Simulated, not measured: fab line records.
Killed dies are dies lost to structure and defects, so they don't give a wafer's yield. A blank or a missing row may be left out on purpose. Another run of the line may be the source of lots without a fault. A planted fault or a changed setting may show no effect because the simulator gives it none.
Chamber matching / flow nandHarc / aldHk-02 running NHARC_A_CHANNEL_FILL_D1_ALD_25: 4 sister chambers
The step deposits SiOx, target thk 60 nm, pulse time 10 s, ald cycles 600. 4 wafers are shown with their chamber, then 12 later ones without.

== WAFERS, EACH WITH ITS CHAMBER ==
wafer=L090.4; chamber=3; heaterPowerW (W)=430
wafer=L090.5; chamber=1; heaterPowerW (W)=420
wafer=L092.4; chamber=2; heaterPowerW (W)=419
wafer=L092.6; chamber=0; heaterPowerW (W)=531

== WAFERS WITHOUT THEIR CHAMBER ==
wafer=L093.3; heaterPowerW (W)=433
wafer=L093.2; heaterPowerW (W)=518
wafer=L093.4; heaterPowerW (W)=434
wafer=L093.1; heaterPowerW (W)=428
wafer=L093.5; heaterPowerW (W)=434
wafer=L093.6; heaterPowerW (W)=527
wafer=L094.1; heaterPowerW (W)=432
wafer=L094.2; heaterPowerW (W)=425
wafer=L094.5; heaterPowerW (W)=412
wafer=L095.4; heaterPowerW (W)=431
wafer=L095.5; heaterPowerW (W)=422
wafer=L095.6; heaterPowerW (W)=433

== THE CHAMBER EACH PASSED THROUGH ==
wafer=L093.3; from the rows above=can't be placed: 3 or 1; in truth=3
wafer=L093.2; from the rows above=0; in truth=0
wafer=L093.4; from the rows above=can't be placed: 3 or 1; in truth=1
wafer=L093.1; from the rows above=can't be placed: 3 or 1 or 2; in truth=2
wafer=L093.5; from the rows above=can't be placed: 3 or 1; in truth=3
wafer=L093.6; from the rows above=0; in truth=0
wafer=L094.1; from the rows above=can't be placed: 3 or 1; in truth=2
wafer=L094.2; from the rows above=can't be placed: 1 or 3 or 2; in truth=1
wafer=L094.5; from the rows above=can't be placed: 2 or 1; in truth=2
wafer=L095.4; from the rows above=can't be placed: 3 or 1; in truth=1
wafer=L095.5; from the rows above=can't be placed: 1 or 2 or 3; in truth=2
wafer=L095.6; from the rows above=can't be placed: 3 or 1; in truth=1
Correctly placed: 2 of 12. From these rows, 10 cannot be placed; in 9 the true chamber is one of the candidates. Wrongly placed: 0.
How it was worked out, from the rows above alone: a wafer's distance from a chamber is the root of the sum, over the readings, of the square of ((its reading less the chamber's mean) divided by the reading's scatter). If the next closest chamber is less than 2 further off than the closest, the wafer can't be placed; otherwise it belongs to the closest. A chamber's mean is the mean of its shown wafers. The scatter (one wafer shown for each chamber): square how far every hidden wafer sits from the nearest shown wafer, average those squares and take the square root.
